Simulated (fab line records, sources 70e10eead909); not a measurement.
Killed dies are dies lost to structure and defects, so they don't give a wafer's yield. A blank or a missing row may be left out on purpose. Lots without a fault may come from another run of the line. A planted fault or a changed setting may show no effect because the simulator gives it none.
fab line records | flow nand_harc
record lots=6 wafers=18 last_day=33
route steps=1302 shown P_GATE@145 A_BLC@1120 END@1302
lots that met no fault: from a run of the same line without faults
start_h: hours from the record's first day to the start of the lot's first wafer shown | wait_h: hours since the lot's step before | " the same as in the row above | L1.1+2: a row that stands for several wafers | - no value, or no start given | * or withheld: withheld | < > ~ a bound
route shown NAME@n: a module of which the file shows steps, and the number in the route of the first | usual: mean/standard deviation of fault-free wafers | same: alike in all rows | chamber/n: place in a boat | sites: the reading at each site | _std_site: their standard deviation | _edge_site: outer sites' mean less inner sites' | radius_mm: how far each site lies from the wafer's centre | mask NAME#n: copy n | behind: the tool/chamber that last shaped the wafer | hold: why the lot was held/for how many hours/how that ended | device: the transistor (n, p or np) that didn't switch | end of line: the same wafers' tests at the end of the route | a step without rows: its recipe alone | killed: dies lost to structure and defects at the first sort, not the wafer's yield | map: a wafer's dies, x killed, . not, _ none there
set.NAME: the setting as run; set.NAME@STEP: as run at that earlier step | model.NAME: the simulator's own value behind a step, which no gauge read
lots at some steps of the route; a table a step, a row a wafer
services: from which hour (start_h, from the record's first day; less than 0 if before it) a tool's chamber was out of use, for how many hours, and why
## steps
# step NHARC_P_GATE_ETCH_104
# recipe target_depth_a=600 time_s=withheld cf4_flow_sccm=100 chf3_flow_sccm=30 ar_flow_sccm=0 rf_w=500 bias_w=200 chemistry=CF4/CHF3
# usual drypump_motor_current_A=5.5/0.32 oes_product_au=0.952/0.022 rf_vpp_V=370.8/2.2 showerhead_plenum_p_Torr=1.58/0.061 throttle_valve_pct=16.804/0.0097
# columns lot.wafer tool chamber start_h wait_h drypump_motor_current_A oes_product_au rf_vpp_V showerhead_plenum_p_Torr throttle_valve_pct
L275.4 rie_diel-06 2 140.81 0.1 5.6 0.967 368.8 1.55 16.796
L275.2 " 3 " " 5.6 0.966 372.7 1.65 16.794
L275.5 " 2 " " 5.6 0.953 369.8 1.55 16.788
L282.1 rie_diel-06 3 209.80 0.1 5.6 0.961 373.0 1.65 16.796
L282.3 " 0 " " 5.2 0.981 371.0 1.61 16.803
L282.6 " 3 " " 5.6 0.962 373.2 1.65 16.796
L289.2 rie_diel-07 3 274.50 0.1 5.8 0.941 370.2 1.59 16.797
L289.4 " 0 " " 5.9 0.948 372.2 1.63 16.795
L289.6 " 3 " " 5.8 0.936 370.8 1.59 16.804
L290.3 rie_diel-09 1 292.17 0.1 4.8 0.979 370.3 1.61 16.813
L290.5 " 3 " " 5.7 0.956 367.5 1.49 16.810
L290.6 " 0 " " 5.5 0.971 373.5 1.64 16.803
L294.2 rie_diel-07 3 326.14 0.1 5.8 0.991 369.8 1.59 16.801
L294.5 " 3 " " 5.8 0.989 370.2 1.59 16.796
L294.6 " 0 " " 5.9 0.977 373.1 1.63 16.798
L293.3 rie_diel-06 2 326.83 0.1 5.6 0.950 370.7 1.55 16.814
L293.1 " 1 " " 5.0 0.948 369.6 1.50 16.793
L293.5 " 3 " " 5.5 0.955 371.7 1.65 16.806
# step NHARC_P_GATE_HM_OPEN_105
# recipe target_depth_a=3600 o2_flow_sccm=400 cos_flow_sccm=20 ar_flow_sccm=0 rf_w=500 bias_w=300 chemistry=O2/COS
# step NHARC_P_GATE_STRIP_106
# recipe o2_flow_sccm=400 cos_flow_sccm=20 ar_flow_sccm=0 bias_w=0 chemistry=O2/COS
# step NHARC_P_GATE_ETCH_114
# recipe target_depth_a=300 overetch_a=30 time_s=16.5 ion_energy_ev=100 cf4_flow_sccm=80 o2_flow_sccm=20 ar_flow_sccm=0 rf_w=300 bias_w=100 chemistry=CF4/O2
# step NHARC_P_GATE_ETCH_32
# recipe target_depth_a=1500 over_etch_frac=1 over_etch_ion_energy_ev=40 time_s=100.1 hbr_flow_sccm=150 cl2_flow_sccm=50 rf_w=400 icp_w=400 bias_w=100 chemistry=HBr/Cl2
# step NHARC_P_GATE_STRIP_108
# recipe o2_flow_sccm=500 ar_flow_sccm=0 bias_w=0 chemistry=O2
# usual chamber_pressure_mTorr=60.01/0.061 drypump_motor_current_A=5.4/0.32 oes_product_au=1.002/0.0073 rf_vpp_V=57.8/0.89 showerhead_plenum_p_Torr=3.54/0.13 throttle_valve_pct=17.036/0.0086
# same bias_w=0
# columns lot.wafer tool chamber start_h wait_h chamber_pressure_mTorr drypump_motor_current_A oes_product_au rf_hours_counter_h rf_vpp_V showerhead_plenum_p_Torr throttle_valve_pct
L275.4 rie_diel-06 3 141.40 - 60.04 5.5 1.014 0.0 57.0 3.70 17.021
L275.2 " 0 " " 60.06 5.3 1.004 0.1 57.9 3.61 17.032
L275.5 " 1 " " 59.98 5.0 1.001 - 56.9 3.36 17.031
L282.1 rie_diel-09 1 210.36 - 60.01 4.8 0.998 1.9 57.7 3.62 17.039
L282.3 " 2 " " 59.99 5.3 0.993 1.7 58.3 3.52 17.037
L282.6 " 3 " " 60.05 5.8 1.008 - 57.6 3.34 17.041
L289.2 rie_diel-06 3 275.03 - 60.00 5.6 1.004 7.5 58.9 3.69 17.040
L289.4 " 2 " " 60.06 5.6 0.995 7.3 58.9 3.48 17.033
L289.6 " 0 " " 60.00 5.3 0.996 - 58.1 3.61 17.037
L290.3 rie_diel-07 0 292.75 - 60.14 5.9 1.001 12.0 58.6 3.65 17.037
L290.6 " 1 " " 60.08 5.7 1.010 - 56.8 3.66 17.025
L290.5 " 2 " " 59.98 5.1 1.011 - 58.0 3.31 17.028
L294.2 rie_diel-07 1 326.72 - 60.01 5.7 1.016 1.8 57.8 3.66 17.035
L294.5 " 2 " " 59.90 5.1 1.009 - 57.2 3.31 17.027
L294.6 " 3 " " 59.96 5.8 1.007 - 58.3 3.56 17.041
L293.1 rie_diel-06 1 327.68 - 59.89 5.0 1.007 0.7 56.2 3.36 17.033
L293.3 " 3 " " 60.06 5.6 1.008 1.0 57.4 3.69 17.037
L293.5 " 2 " " 59.97 5.6 1.016 - 58.4 3.48 17.026
# step NHARC_P_GATE_CD_MEAS_33
# usual cd_nm=119.8/1.6
# columns lot.wafer tool chamber start_h wait_h cd_nm
L275.2 cd_sem-02 - 141.55 - 121.5
L275.4 " - " " 121.0
L275.5 " - " " 120.2
L282.1 cd_sem-03 - 210.51 - 119.0
L282.3 " - " " 120.4
L282.6 " - " " 120.0
L289.2 cd_sem-03 - 275.21 - 117.7
L289.4 " - " " 115.6
L289.6 " - " " 119.9
L290.3 cd_sem-01 - 292.88 - 122.3
L290.5 " - " " 122.2
L290.6 " - " " 120.7
L294.2 cd_sem-03 - 326.85 - 120.9
L294.5 " - " " 118.9
L294.6 " - " " 118.0
L293.1 cd_sem-02 - 327.85 - 121.3
L293.3 " - " " 121.6
L293.5 " - " " 117.7
# step NHARC_P_GATE_STRIP_35
# recipe time_s=600 temp_c=130 chemistry=SPM
# step NHARC_P_GATE_PRECLEAN_73
# recipe time_s=* temp_c=50 bath_age_min=0 chemistry=SC1
# step NHARC_P_GATE_SRD_74
# step NHARC_P_GATE_ALD_36
# recipe target_thk_a=200 pulse_time_s=60 ald_cycles=223 temp_c=400 material=SiNx
# step NHARC_P_GATE_ETCHBACK_37
# recipe target_depth_a=345 time_s=17.2 chf3_flow_sccm=50 o2_flow_sccm=10 ar_flow_sccm=200 rf_w=500 bias_w=200 chemistry=CHF3/O2
# step NHARC_P_GATE_STRIP_101
# recipe time_s=20 o2_flow_sccm=500 ar_flow_sccm=0 bias_w=0 chemistry=O2
# usual bias_w=0/0 chamber_pressure_mTorr=60.00/0.057 drypump_motor_current_A=5.45/0.29 oes_product_au=1.001/0.0072 rf_vpp_V=57.7/1 showerhead_plenum_p_Torr=3.54/0.13 throttle_valve_pct=17.037/0.0088
# columns lot.wafer tool chamber start_h wait_h bias_w chamber_pressure_mTorr drypump_motor_current_A oes_product_au rf_hours_counter_h rf_vpp_V showerhead_plenum_p_Torr throttle_valve_pct
L275.4 rie_diel-06 2 151.59 0.1 0 60.06 5.62 0.994 0 57.1 3.48 17.035
L275.2 " 0 " " 0 60.08 5.24 0.990 0 57.7 3.61 17.032
L275.5 " 2 " " 0 59.98 5.63 0.992 - 57.9 3.48 17.037
L282.3 rie_diel-06 2 220.58 0.1 0 60.02 5.63 0.994 4 58.4 3.48 17.046
L282.1 " 3 " " 0 60.04 5.57 1.007 4 58.9 3.70 17.025
L282.6 " 1 " " 0 60.01 5.01 0.998 - 57.5 3.36 17.038
L289.2 rie_diel-06 0 287.41 0.1 - - - - - - - -
L289.4 " 2 " " - - - - - - - -
L289.6 " 3 " " - - - - - - - -
L290.3 rie_diel-06 0 305.04 0.1 - - - - - - - -
L290.5 " 3 " " - - - - - - - -
L290.6 " 0 " " - - - - - - - -
L294.2 rie_diel-09 0 336.97 0.1 0 60.08 5.56 1.002 1 58.7 3.68 17.037
L294.5 " 1 " " 0 60.06 4.78 1.013 - 59.1 3.61 17.053
L294.6 " 0 " " 0 59.99 5.58 1.006 - 56.6 3.68 17.037
L293.1 rie_diel-06 0 337.84 0.1 0 59.96 5.27 0.987 1 58.4 3.61 17.052
L293.3 " 3 " " 0 60.12 5.61 1.008 1 59.2 3.69 17.026
L293.5 " 1 " " 0 60.06 5.03 0.996 - 57.7 3.36 17.049
# step NHARC_P_GATE_PRECLEAN_97
# recipe time_s=600 temp_c=120 chemistry=SPM
# step NHARC_P_GATE_SRD_98
# step NHARC_P_GATE_PRECLEAN_99
# recipe time_s=* temp_c=50 bath_age_min=0 chemistry=SC1
# step NHARC_P_GATE_SRD_100
# step NHARC_P_GATE_DEHYDRATE_38
# recipe temp_c=150 time_s=120
# step NHARC_P_GATE_HMDS_39
# recipe time_s=30
# step NHARC_P_GATE_COAT_40
# recipe spin_rpm=3000
# step NHARC_P_GATE_SOFTBAKE_41
# recipe temp_c=122 time_s=95
# step NHARC_P_GATE_EBR_42
# step NHARC_P_GATE_EXPOSE_43
# recipe na=0.6 target_cd_nm=720 dose_mj=14.81 mask_id=P_NSD
# step NHARC_P_GATE_PEB_44
# recipe peb_temp_c=118 peb_time_s=85
# step NHARC_P_GATE_DEVELOP_45
# recipe time_s=70
# step NHARC_P_GATE_CD_MEAS_46
# recipe target_cd_nm=720 landing_energy_ev=500
# usual cd_nm=720.5/1.2
# columns lot.wafer tool chamber start_h wait_h cd_nm
L275.2 cd_sem-03 0 152.52 - 720.9
L275.4 " 0 " " 719.5
L275.5 " 0 " " 719.4
L282.1 cd_sem-01 0 221.61 - 721.8
L282.3 " 0 " " 720.1
L282.6 " 0 " " 722.3
L289.2 cd_sem-02 0 288.33 - 719.7
L289.4 " 0 " " 723.1
L289.6 " 0 " " 720.0
L290.3 cd_sem-03 0 305.96 - 720.4
L290.5 " 0 " " 720.0
L290.6 " 0 " " 720.3
L294.2 cd_sem-01 0 337.89 - 722.2
L294.5 " 0 " " 721.9
L294.6 " 0 " " 720.0
L293.1 cd_sem-02 0 338.77 - 720.1
L293.3 " 0 " " 719.3
L293.5 " 0 " " 718.4
# step NHARC_P_GATE_HARDBAKE_47
# recipe temp_c=125 time_s=80
# step NHARC_P_GATE_DESCUM_48
# recipe time_s=3 o2_flow_sccm=200 ar_flow_sccm=0 bias_power_w=0 chemistry=O2
# usual drypump_motor_current_A=5.4/0.36 oes_product_au=1.002/0.007 rf_vpp_V=57.9/1 showerhead_plenum_p_Torr=1.92/0.075 throttle_valve_pct=11.310/0.0093
# columns lot.wafer tool chamber start_h wait_h drypump_motor_current_A oes_product_au rf_hours_counter_h rf_vpp_V showerhead_plenum_p_Torr throttle_valve_pct
L275.4 rie_diel-09 1 152.69 - 4.8 1.000 0 57.7 1.96 11.317
L275.2 " 3 " " 5.7 1.011 0 56.1 1.81 11.301
L275.5 " 0 " " 5.5 0.994 - 57.9 2.01 11.310
L282.1 rie_diel-07 3 221.78 - 5.8 1.000 6 58.9 1.93 11.300
L282.3 " 1 " " 5.7 0.988 6 57.2 1.99 11.305
L282.6 " 3 " " 5.8 1.008 - 57.0 1.93 11.315
L289.2 rie_diel-09 2 288.51 - 5.3 1.005 5 59.4 1.90 11.316
L289.4 " 3 " " 5.8 0.999 4 55.6 1.80 11.319
L289.6 " 1 " " 4.8 1.015 - 58.2 1.96 11.304
L290.3 rie_diel-09 0 306.13 - 5.6 1.002 5 59.8 2.00 11.322
L290.5 " 3 " " 5.8 1.003 - 57.1 1.80 11.308
L290.6 " 0 " " 5.5 1.007 - 59.5 2.00 11.314
L294.2 rie_diel-06 0 338.09 - 5.3 1.000 1 59.0 1.96 11.319
L294.6 " 1 " " 5.0 1.001 - 57.1 1.81 11.328
L294.5 " 2 " " 5.6 1.007 - 58.2 1.88 11.301
L293.3 rie_diel-07 0 338.93 - 5.9 0.991 3 57.1 1.98 11.294
L293.1 " 3 " " 5.8 1.010 2 56.2 1.93 11.300
L293.5 " 1 " " 5.7 0.995 - 58.8 1.99 11.309
# step NHARC_P_GATE_IMPLANT_49
# recipe energy_kev=30 dose_cm2=3e+15 tilt_deg=7
# step NHARC_P_GATE_STRIP_111
# recipe power_w=1500 temp_c=110 time_s=250 chemistry=N2/H2
# usual drypump_motor_current_A=5.3/0.39 heater_power_w=88/6.5
# columns lot.wafer tool chamber start_h wait_h drypump_motor_current_A heater_power_w rf_hours_counter_h
L275.2 plasma_asher-01 0 153.58 0.2 5.7 82 31
L275.4 " 0 " " 5.7 83 -
L275.5 " 1 " " 4.6 88 -
L282.1 plasma_asher-02 1 222.18 0.2 5.4 100 26
L282.3 " 1 " " 5.4 99 -
L282.6 " 0 " " 5.4 83 -
L289.2 plasma_asher-02 1 288.91 0.2 5.4 98 9
L289.4 " 0 " " 5.4 88 -
L289.6 " 0 " " 5.4 87 -
L290.3 plasma_asher-02 0 306.59 0.2 5.4 91 -
L290.5 " 0 " " 5.4 89 -
L290.6 " 1 " " 5.4 100 -
L294.2 plasma_asher-02 0 338.60 0.2 5.4 91 19
L294.5 " 0 " " 5.4 88 -
L294.6 " 1 " " 5.4 97 -
L293.1 plasma_asher-01 0 339.30 0.2 5.7 82 29
L293.3 " 1 " " 4.6 83 -
L293.5 " 0 " " 5.7 83 -
# step NHARC_P_GATE_STRIP_75
# recipe power_w=1500 temp_c=250 chemistry=O2
# usual drypump_motor_current_A=5.3/0.38 heater_power_w=330/24
# columns lot.wafer tool chamber start_h wait_h drypump_motor_current_A heater_power_w rf_hours_counter_h
L275.2 plasma_asher-01 0 153.84 0.2 5.7 299 32
L275.4 " 0 " " 5.7 314 -
L275.5 " 1 " " 4.6 328 -
L282.1 plasma_asher-02 1 222.45 0.2 5.4 369 26
L282.3 " 1 " " 5.4 369 -
L282.6 " 0 " " 5.4 323 -
L289.2 plasma_asher-02 1 289.17 0.2 5.4 361 10
L289.4 " 0 " " 5.4 335 -
L289.6 " 0 " " 5.4 324 -
L290.3 plasma_asher-02 0 306.81 0.2 5.4 331 -
L290.5 " 0 " " 5.4 325 -
L290.6 " 1 " " 5.4 361 -
L294.2 plasma_asher-02 0 338.91 0.3 5.4 330 19
L294.5 " 0 " " 5.4 330 -
L294.6 " 1 " " 5.4 374 -
L293.1 plasma_asher-01 0 339.60 0.2 5.7 305 29
L293.3 " 1 " " 4.6 311 -
L293.5 " 0 " " 5.7 304 -
# step NHARC_P_GATE_STRIP_50
# recipe time_s=900 temp_c=130 chemistry=SPM
# step NHARC_P_GATE_DEHYDRATE_51
# recipe temp_c=150 time_s=120
# step NHARC_P_GATE_HMDS_52
# recipe time_s=30
# step NHARC_P_GATE_COAT_53
# recipe spin_rpm=3000
# step NHARC_P_GATE_SOFTBAKE_54
# recipe temp_c=122 time_s=95
# step NHARC_P_GATE_EBR_55
# step NHARC_P_GATE_EXPOSE_56
# recipe na=0.6 target_cd_nm=720 dose_mj=14.81 mask_id=P_PSD
# step NHARC_P_GATE_PEB_57
# recipe peb_temp_c=118 peb_time_s=85
# step NHARC_P_GATE_DEVELOP_58
# recipe time_s=70
# step NHARC_P_GATE_CD_MEAS_59
# recipe target_cd_nm=720 landing_energy_ev=500
# usual cd_nm=720.0/1
# columns lot.wafer tool chamber start_h wait_h cd_nm
L275.2 cd_sem-02 0 154.82 - 720.4
L275.4 " 0 " " 718.6
L275.5 " 0 " " 719.8
L282.1 cd_sem-02 0 223.31 - 720.3
L282.3 " 0 " " 720.3
L282.6 " 0 " " 719.6
L289.2 cd_sem-03 0 290.09 - 718.8
L289.4 " 0 " " 718.6
L289.6 " 0 " " 720.4
L290.3 cd_sem-02 0 307.59 - 720.8
L290.5 " 0 " " 719.6
L290.6 " 0 " " 720.4
L294.2 cd_sem-03 0 339.83 - 721.3
L294.5 " 0 " " 723.0
L294.6 " 0 " " 721.1
L293.1 cd_sem-03 0 340.52 - 719.3
L293.3 " 0 " " 720.6
L293.5 " 0 " " 718.9
# step NHARC_P_GATE_HARDBAKE_60
# recipe temp_c=125 time_s=80
# step NHARC_A_BLC_DESCUM_15
# recipe time_s=3 o2_flow_sccm=200 ar_flow_sccm=0 bias_power_w=0 chemistry=O2
# usual drypump_motor_current_A=5.9/0.53 oes_product_au=1.000/0.007 rf_vpp_V=57.7/1 showerhead_plenum_p_Torr=1.89/0.094 throttle_valve_pct=11.311/0.01
# columns lot.wafer tool chamber start_h wait_h drypump_motor_current_A oes_product_au rf_hours_counter_h rf_vpp_V showerhead_plenum_p_Torr throttle_valve_pct model.A_BLC.cd_nm
L275.4 rie_diel-02 1 564.75 0.1 6.4 0.994 12 58.5 1.90 11.323 101.1
L275.2 " 2 " " 5.3 1.002 13 56.3 1.81 11.331 101.1
L275.5 " 1 " " 6.4 1.004 - 56.4 1.90 11.308 101
L282.1 rie_diel-05 3 623.84 0.1 5.7 1.003 3 58.1 1.82 11.309 99.34
L282.3 " 0 " " 6.1 1.008 3 58.5 2.05 11.307 99.23
L282.6 " 2 " " 6.1 1.001 - 58.4 1.80 11.311 98.68
L289.4 rie_diel-05 1 694.20 0.1 6.7 1.001 7 57.9 1.92 11.307 100.7
L289.2 " 2 " " 6.1 1.011 7 57.0 1.80 11.305 100.2
L289.6 " 1 " " 6.7 0.994 - 56.3 1.92 11.297 100.4
L290.3 rie_diel-02 2 710.45 0.1 5.3 1.006 14 56.9 1.80 11.316 102.4
L290.6 " 1 " " 6.4 0.991 - 56.5 1.90 11.312 101.7
L290.5 " 2 " " 5.3 0.999 - 56.6 1.80 11.315 101.9
L293.1 rie_diel-05 3 741.33 0.1 5.7 1.007 11 57.8 1.81 11.313 100
L293.3 " 2 " " 6.1 1.004 11 58.0 1.80 11.341 100.6
L293.5 " 3 " " 5.7 1.000 - 55.5 1.81 11.315 100.3
L294.2 rie_diel-05 2 742.76 0.1 6.1 0.996 12 58.1 1.80 11.315 99.79
L294.5 " 0 " " 6.0 0.992 - 56.8 2.05 11.301 99.66
L294.6 " 1 " " 6.8 0.988 - 57.9 1.92 11.306 100.3
# step NHARC_A_BLC_ETCH_17
# recipe target_depth_a=3900 over_etch_frac=0.25 time_s=609.38 ion_energy_ev=200 n2_flow_sccm=150 h2_flow_sccm=150 ar_flow_sccm=0 rf_w=400 bias_w=150 chemistry=N2/H2
# usual drypump_motor_current_A=5.9/0.53 oes_product_au=1.000/0.0064 rf_vpp_V=429.6/3 showerhead_plenum_p_Torr=2.00/0.1 throttle_valve_pct=14.171/0.0096
# columns lot.wafer tool chamber start_h wait_h drypump_motor_current_A oes_product_au rf_hours_counter_h rf_vpp_V showerhead_plenum_p_Torr throttle_valve_pct model.A_BLC.cd_nm
L275.4 rie_diel-02 2 - - 5.2 0.998 13 425.3 1.92 14.166 100.6
L275.2 " 3 " " 5.9 0.997 12 432.7 2.10 14.169 101.5
L275.5 " 2 " " 5.3 1.011 - 428.9 1.92 14.189 100.3
L282.3 rie_diel-05 3 - - 5.7 1.001 3 427.7 1.93 14.171 98.56
L282.1 " 0 " " 6.1 1.009 3 434.6 2.19 14.155 99.32
L282.6 " 0 " " 6.1 1.012 - 434.5 2.19 14.182 99.14
L289.2 rie_diel-05 2 - - 6.1 1.000 7 427.6 1.91 14.153 99.94
L289.4 " 3 " " 5.8 1.006 8 426.5 1.93 14.155 99.97
L289.6 " 2 " " 6.1 1.000 - 427.8 1.91 14.168 100.2
L290.3 rie_diel-02 0 - - 4.9 1.005 13 426.2 1.89 14.179 101.5
L290.5 " 3 " " 5.9 0.994 - 431.5 2.10 14.182 102
L290.6 " 0 " " 4.8 1.005 - 426.9 1.89 14.176 100.5
L293.3 rie_diel-05 3 - - 5.7 1.000 11 427.2 1.93 14.177 99.81
L293.1 " 1 " " 6.8 0.998 11 431.0 2.05 14.175 97.21
L293.5 " 3 " " 5.7 0.995 - 429.1 1.93 14.179 97.46
L294.2 rie_diel-05 1 - - 6.7 0.991 11 430.7 2.05 14.179 99.15
L294.5 " 2 " " 6.1 0.995 - 426.1 1.91 14.153 100.2
L294.6 " 3 " " 5.8 0.997 - 427.2 1.93 14.185 101.3
# step NHARC_END_SORT_01
# recipe temp_c=25
# usual killed_at_array=55/17 killed_at_other=1.1/1.4 killed_at_periphery=3.9/3 killed_dies=59/17 killed_open=3.5/2 killed_short=2.6/1.6
# same gross_dies=677
# columns lot.wafer tool chamber start_h wait_h killed_at_array killed_at_other killed_at_periphery killed_dies killed_open killed_short
L275.2 prober-01 0 611.94 2.8 41 5 15 61 4 1
L275.4 prober-01 0 613.55 3.4 51 6 11 68 3 2
L275.5 prober-01 0 614.36 3.7 30 4 9 43 7 1
# killed by level:class
L275.2 A_CHANNEL_HOLE_D2:chamber_film_flake=18 P_GATE:chamber_film_flake=9 A_CONTACT:chamber_film_flake=9 A_SLIT:chamber_film_flake=6 A_CHANNEL_HOLE_D1:chamber_film_flake=5 P_M2:chamber_film_flake=3 THIN_TSV:chamber_film_flake=3 HYBRID_BOND:chamber_film_flake=2
L275.4 A_CHANNEL_HOLE_D2:chamber_film_flake=17 A_CHANNEL_HOLE_D1:chamber_film_flake=11 A_CONTACT:chamber_film_flake=10 P_GATE:chamber_film_flake=5 P_M2:chamber_film_flake=4 A_CHANNEL_FILL_D1:chamber_film_flake=4 A_SLIT:chamber_film_flake=4 THIN_TSV:chamber_film_flake=4
L275.5 A_CHANNEL_HOLE_D2:chamber_film_flake=10 A_CONTACT:chamber_film_flake=5 P_GATE:chamber_film_flake=4 P_M2:chamber_film_flake=3 A_CHANNEL_HOLE_D1:chamber_film_flake=3 P_GATE:geometric_particle:open=2 A_STAIRCASE:chamber_film_flake=2 A_M1:chamber_film_flake=2
## services
# columns tool chamber start_h hours kind
rie_diel-06 0 119.30 3.1 repair
rie_diel-06 - 130.20 9.0 pm
plasma_asher-02 - 206.38 2.4 repair
plasma_asher-02 - 212.58 2.8 repair
rie_diel-05 - 229.60 9.0 pm
plasma_asher-02 - 249.39 9.0 pm
rie_diel-06 1 304.02 5.5 repair
rie_diel-06 - 307.20 9.0 pm
rie_diel-05 1 309.76 6.2 repair
rie_diel-06 0 380.02 5.0 repair
rie_diel-05 - 406.87 9.0 pm
plasma_asher-02 - 426.40 9.0 pm
rie_diel-06 0 437.00 9.5 repair
plasma_asher-02 - 446.19 20.3 repair
rie_diel-06 - 484.20 9.0 pm
rie_diel-05 1 494.86 8.4 repair
plasma_asher-02 - 565.94 0.6 repair
rie_diel-05 - 583.87 9.0 pm
plasma_asher-02 - 603.50 9.0 pm
rie_diel-05 0 651.53 7.3 repair
rie_diel-06 - 661.20 9.0 pm
rie_diel-06 0 680.35 5.9 repair
plasma_asher-02 - 681.43 1.7 repair
rie_diel-06 0 738.73 7.5 repair
## key
first_sign step=NHARC_P_GATE_STRIP_101 reading=tool_record direction=missing
effect none on later readings
model_effect step=NHARC_A_BLC_DESCUM_15 value=A_BLC.cd_nm without=100.2 struck=101.2
model_effect step=NHARC_A_BLC_ETCH_17 value=A_BLC.cd_nm without=99.71 struck=100.7
met_at NHARC_P_GATE_STRIP_101
struck_wafers L289.2,L289.4,L289.6,L290.3,L290.5,L290.6
tester_left_out L289,L290
loop_trim step=NHARC_A_BLC_EXPOSE_07 setting=dose lots=L290
onset_between 220.58 287.41
fault kind=skipped_step_whole tool=rie_diel-06 chamber=- onset_h=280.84 steps=NHARC_P_GATE_STRIP_101 scope=struck_lots_only
# tester_left_out: of these lots the tester's yield and bins aren't shown, on N5 and GAA mostly nor the transistor test; their killed dies are dies lost to structure and defects alone, not to doping, threshold or leakage, so they don't give the yield
# loop_trim: a control loop set the setting to another value than it would have without faults
